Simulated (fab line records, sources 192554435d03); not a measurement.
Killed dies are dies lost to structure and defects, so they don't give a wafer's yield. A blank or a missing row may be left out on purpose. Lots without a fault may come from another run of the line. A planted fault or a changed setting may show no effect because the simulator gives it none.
Which tool did it? | flow n5_finfet | 24 lots, 72 wafers sampled, at 5 steps of a route of 1938

WHAT THE GAUGES READ, wafer by wafer
N5_BEOL_M15_OVL_MEAS_11. Usual: V14_OVL 0 nm, standard deviation 6.2.
lot  | measured     | on         | V14_OVL (nm) | flag
L074 | day 10 15:14 | overlay-01 | 0 -3 -1      |
L076 | day 10 22:20 | overlay-01 | -2 1 -3      |
L075 | day 10 23:50 | overlay-01 | 0 -6 -5      |
L077 | day 11 04:05 | overlay-01 | -4 1 10      |
L078 | day 11 08:29 | overlay-02 | -4 -7 -8     |
L079 | day 11 13:13 | overlay-02 | 6 -6 -7      |
L080 | day 11 15:32 | overlay-01 | 4 -6 0       |
L082 | day 11 19:08 | overlay-02 | 4 14 2       |
L081 | day 12 05:24 | overlay-01 | 5 10 10      |
L083 | day 12 07:35 | overlay-01 | 4 0 -3       |
L084 | day 12 11:13 | overlay-02 | 11 -5 4      |
L088 | day 15 19:32 | overlay-01 | 5 -6 -9      |
L095 | day 16 13:13 | overlay-02 | 1 3 0        |
L094 | day 16 14:05 | overlay-02 | 1 10 3       |
L090 | day 16 14:23 | overlay-01 | -1 1 5       |
L085 | day 16 22:14 | overlay-02 | -4 -4 -1     |
L089 | day 17 13:57 | overlay-02 | -5 -4 -9     |
L092 | day 17 14:08 | overlay-02 | -1 0 -2      |
L091 | day 17 14:25 | overlay-01 | -7 -3 -13    |
L093 | day 18 04:13 | overlay-02 | 6 -6 -1      |
L096 | day 18 04:51 | overlay-01 | 2 2 9        |
L087 | day 18 09:23 | overlay-01 | 1 -8 12      |
L097 | day 18 14:45 | overlay-02 | 3 -6 -11     |
L086 | day 18 15:01 | overlay-02 | 9 -6 10      |

N5_MIM_TOP_LITHO_CD_MEAS_08: target cd 2000 nm. Usual: cd_nm 1999.5 nm, standard deviation 2.1.
lot  | measured     | on        | cd_nm (nm)           | flag
L074 | day 10 22:53 | cd_sem-03 | 1998.3 1996.3 2001.3 |
L076 | day 11 04:14 | cd_sem-02 | 1996.1 1997.9 1997.9 |
L075 | day 11 06:28 | cd_sem-01 | 2002.0 1999.1 2000.9 |
L077 | day 11 10:11 | cd_sem-03 | 2004.0 2000.8 2005.2 |
L078 | day 11 15:50 | cd_sem-03 | 2001.4 2002.0 1997.9 |
L079 | day 11 21:17 | cd_sem-01 | 1997.6 1999.5 2001.6 |
L080 | day 12 02:16 | cd_sem-03 | 2001.0 1996.4 1999.4 |
L082 | day 12 04:23 | cd_sem-02 | 1997.6 1996.1 2001.5 |
L081 | day 12 14:49 | cd_sem-01 | 1998.8 2000.7 1998.8 |
L083 | day 12 20:13 | cd_sem-03 | 1996.6 1996.2 1998.2 |
L084 | day 12 20:22 | cd_sem-01 | 2001.2 1995.9 1995.8 |
L088 | day 16 05:52 | cd_sem-01 | 2003.2 1999.3 2004.0 |
L095 | day 16 22:47 | cd_sem-01 | 1996.1 1998.6 1998.0 |
L094 | day 17 01:10 | cd_sem-02 | 2000.2 2000.6 1996.3 |
L090 | day 17 02:11 | cd_sem-03 | 1997.3 1999.7 1999.2 |
L085 | day 17 09:44 | cd_sem-03 | 2001.6 2002.3 2003.8 |
L089 | day 18 00:48 | cd_sem-02 | 1999.1 1997.2 2001.5 |
L092 | day 18 00:50 | cd_sem-03 | 1999.3 2001.1 2000.4 |
L091 | day 18 03:05 | cd_sem-03 | 2000.5 1999.7 1999.5 |
L093 | day 18 11:07 | cd_sem-02 | 1997.4 1999.7 2000.7 |
L096 | day 18 11:20 | cd_sem-02 | 1997.3 2000.1 1997.4 |
L087 | day 19 00:14 | cd_sem-01 | 1999.3 2000.1 2000.6 |
L097 | day 19 04:17 | cd_sem-02 | 1997.2 1999.4 1998.3 |
L086 | day 19 00:25 | cd_sem-03 | 2000.5 1998.1 2002.9 |

N5_MIM_TOP_LITHO_OVL_MEAS_11. Usual: MIM_TOP_OVL 4 nm, standard deviation 5.2.
lot  | measured     | on         | MIM_TOP_OVL (nm) | flag
L074 | day 10 22:55 | overlay-01 | 2 8 12           |
L076 | day 11 04:16 | overlay-01 | 1 7 7            |
L075 | day 11 06:30 | overlay-01 | -1 -2 -1         |
L077 | day 11 10:13 | overlay-01 | 8 -2 1           |
L078 | day 11 15:52 | overlay-02 | 11 6 11          |
L079 | day 11 21:19 | overlay-02 | 1 10 8           |
L080 | day 12 02:17 | overlay-01 | 10 8 16          |
L082 | day 12 04:25 | overlay-02 | 7 5 13           |
L081 | day 12 14:51 | overlay-02 | -6 -2 -5         |
L083 | day 12 20:14 | overlay-02 | 9 6 5            |
L084 | day 12 20:24 | overlay-01 | 3 2 1            |
L088 | day 16 05:53 | overlay-01 | 8 9 3            |
L095 | day 16 22:49 | overlay-02 | 16 5 3           |
L094 | day 17 01:12 | overlay-02 | -3 -1 7          |
L090 | day 17 02:13 | overlay-02 | 4 -3 -3          |
L085 | day 17 09:46 | overlay-01 | 4 -3 8           |
L089 | day 18 00:50 | overlay-02 | -3 7 1           |
L092 | day 18 00:52 | overlay-01 | 0 2 4            |
L091 | day 18 03:07 | overlay-02 | 3 2 4            |
L093 | day 18 11:08 | overlay-02 | -1 -2 5          |
L096 | day 18 11:22 | overlay-01 | 11 6 15          |
L087 | day 19 00:16 | overlay-02 | 2 -9 -3          |
L097 | day 19 04:19 | overlay-02 | 0 1 0            |
L086 | day 19 00:26 | overlay-02 | 1 -2 2           |

WHICH TOOL RAN EACH LOT (tool, then ch and the chambers of the sampled wafers, then the start)
lot  | N5_MIM_BOT_SPUTTER_00        | N5_MIM_TOP_DEGAS_04
L074 | pvd_sputter-02, day 10 21:55 | pvd_sputter-03, day 10 22:28
L076 | pvd_sputter-03, day 11 03:07 | pvd_sputter-02, day 11 03:41
L075 | pvd_sputter-02, day 11 05:25 | pvd_sputter-03, day 11 06:02
L077 | pvd_sputter-01, day 11 08:54 | pvd_sputter-01, day 11 09:38
L078 | pvd_sputter-03, day 11 14:51 | pvd_sputter-03, day 11 15:25
L079 | pvd_sputter-01, day 11 19:27 | pvd_sputter-03, day 11 20:44
L080 | pvd_sputter-03, day 11 23:02 | pvd_sputter-01, day 12 01:50
L082 | pvd_sputter-03, day 12 02:46 | pvd_sputter-03, day 12 03:50
L081 | pvd_sputter-03, day 12 13:20 | pvd_sputter-03, day 12 14:16
L083 | pvd_sputter-02, day 12 17:07 | pvd_sputter-02, day 12 19:39
L084 | pvd_sputter-02, day 12 17:16 | pvd_sputter-02, day 12 19:46
L088 | pvd_sputter-01, day 16 00:41 | pvd_sputter-03, day 16 05:19
L095 | pvd_sputter-01, day 16 20:28 | pvd_sputter-02, day 16 22:14
L094 | pvd_sputter-02, day 16 21:07 | pvd_sputter-01, day 17 00:43
L090 | pvd_sputter-01, day 16 22:42 | pvd_sputter-01, day 17 01:46
L085 | pvd_sputter-02, day 17 06:29 | pvd_sputter-01, day 17 09:11
L089 | pvd_sputter-03, day 17 21:34 | pvd_sputter-02, day 17 22:55
L092 | pvd_sputter-03, day 17 21:57 | pvd_sputter-03, day 18 00:14
L091 | pvd_sputter-02, day 18 01:34 | pvd_sputter-01, day 18 02:40
L093 | pvd_sputter-01, day 18 10:08 | pvd_sputter-01, day 18 10:41
L096 | pvd_sputter-03, day 18 10:13 | pvd_sputter-02, day 18 10:46
L087 | pvd_sputter-02, day 18 22:55 | pvd_sputter-03, day 18 23:48
L097 | pvd_sputter-03, day 19 02:23 | pvd_sputter-03, day 19 03:44
L086 | pvd_sputter-03, day 18 22:58 | pvd_sputter-02, day 18 23:52
- N5_MIM_BOT_SPUTTER_00: material TiN, target thk 35 nm, time 89.7 s.
- N5_MIM_TOP_DEGAS_04: time 60 s.

WHAT THE TOOLS THEMSELVES READ (means of the sampled wafers that have a number; where no wafer has one, the mark that the record gives instead)
N5_MIM_BOT_SPUTTER_00. Usual: throttle_valve_pct 29.8 %, standard deviation 1.
lot  | tool           | throttle_valve_pct (%) | flag
L074 | pvd_sputter-02 | 29.5                   |
L076 | pvd_sputter-03 | 29.5                   |
L075 | pvd_sputter-02 | 28.9                   |
L077 | pvd_sputter-01 | 31.0                   |
L078 | pvd_sputter-03 | 29.4                   |
L079 | pvd_sputter-01 | 30.2                   |
L080 | pvd_sputter-03 | 30.3                   |
L082 | pvd_sputter-03 | 29.2                   |
L081 | pvd_sputter-03 | 29.3                   |
L083 | pvd_sputter-02 | 29.3                   |
L084 | pvd_sputter-02 | 29.5                   |
L088 | pvd_sputter-01 | 30.5                   |
L095 | pvd_sputter-01 | 29.9                   |
L094 | pvd_sputter-02 | 29.5                   |
L090 | pvd_sputter-01 | 30.4                   |
L085 | pvd_sputter-02 | 29.4                   |
L089 | pvd_sputter-03 | 30.3                   |
L092 | pvd_sputter-03 | 29.5                   |
L091 | pvd_sputter-02 | 29.7                   |
L093 | pvd_sputter-01 | 30.6                   |
L096 | pvd_sputter-03 | 29.5                   |
L087 | pvd_sputter-02 | 29.1                   |
L097 | pvd_sputter-03 | 30.4                   |
L086 | pvd_sputter-03 | 29.3                   |

N5_MIM_TOP_DEGAS_04. Usual: heater_power_w 469 W, standard deviation 27.
lot  | tool           | heater_power_w (W) | flag
L074 | pvd_sputter-03 | 478                |
L076 | pvd_sputter-02 | 464                |
L075 | pvd_sputter-03 | 487                |
L077 | pvd_sputter-01 | 435                |
L078 | pvd_sputter-03 | 477                |
L079 | pvd_sputter-03 | 495                |
L080 | pvd_sputter-01 | 454                |
L082 | pvd_sputter-03 | 480                |
L081 | pvd_sputter-03 | 467                |
L083 | pvd_sputter-02 | 469                |
L084 | pvd_sputter-02 | 459                |
L088 | pvd_sputter-03 | 488                |
L095 | pvd_sputter-02 | 467                |
L094 | pvd_sputter-01 | 478                |
L090 | pvd_sputter-01 | 478                |
L085 | pvd_sputter-01 | 449                |
L089 | pvd_sputter-02 | 435                |
L092 | pvd_sputter-03 | 475                |
L091 | pvd_sputter-01 | 454                |
L093 | pvd_sputter-01 | 457                |
L096 | pvd_sputter-02 | 477                |
L087 | pvd_sputter-03 | 481                |
L097 | pvd_sputter-03 | 505                |
L086 | pvd_sputter-02 | 440                |

THE ANSWER, worked out from the rows above alone
Rule: a lot is off if the mean of its wafers that have a number lies more than 3 standard deviations from the usual mean. A lot without any number at a reading at which 4 lots or more have one is off too. The other lots that the step has rows for count as sound. The gauges are gone through in route order, then the tools' own readings, and for those a lot's mean is taken as printed above. The first step at which some lot is off is used, and at that step the reading that is off furthest; a lot without a number counts as furthest.
No lot is off at any reading shown: from this, nothing can be told.

WHAT THE SIMULATOR HAD PUT IN
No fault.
